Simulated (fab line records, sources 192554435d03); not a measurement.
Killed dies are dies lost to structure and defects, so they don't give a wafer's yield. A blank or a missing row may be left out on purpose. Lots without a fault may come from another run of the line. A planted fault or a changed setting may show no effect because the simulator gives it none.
Chamber matching | flow n5_finfet | N5_BEOL_M0_SAQP_ETCH_88 on rie_diel-03: 4 sister chambers
The step etches underlayer in N2/H2, target depth 6.5 nm, time 5.2 s. 4 wafers are shown with their chamber, then 7 later ones without.

WAFERS WITH THEIR CHAMBER
wafer  | chamber | showerhead_plenum_p_Torr (Torr)
L089.4 | 0       | 2.52
L091.5 | 2       | 2.63
L092.1 | 1       | 2.44
L092.2 | 3       | 2.71

WAFERS WITHOUT THEIR CHAMBER
wafer  | showerhead_plenum_p_Torr (Torr)
L092.5 | 2.71
L095.1 | 2.52
L095.2 | 2.62
L095.3 | 2.43
L097.2 | 2.70
L097.4 | 2.62
L097.5 | 2.52

WHICH CHAMBER EACH WENT THROUGH
wafer  | from the rows above | in truth
L092.5 | 3                   | 3
L095.1 | 0                   | 0
L095.2 | 2                   | 2
L095.3 | 1                   | 1
L097.2 | 3                   | 3
L097.4 | 2                   | 2
L097.5 | 0                   | 0
Placed correctly: 7 of 7. Can't be placed from these rows: 0. Placed wrongly: 0.
How it was worked out, from the rows above alone: a wafer's distance from a chamber is the root of the sum, over the readings, of the square of ((its reading less the chamber's mean) divided by the reading's scatter). The wafer belongs to the nearest chamber; if the next one is less than 2 further off, it can't be placed. A chamber's mean is the mean of its shown wafers. The scatter: with one shown wafer a chamber, the root of the mean of the squares of how far each hidden wafer lies from its nearest shown one.
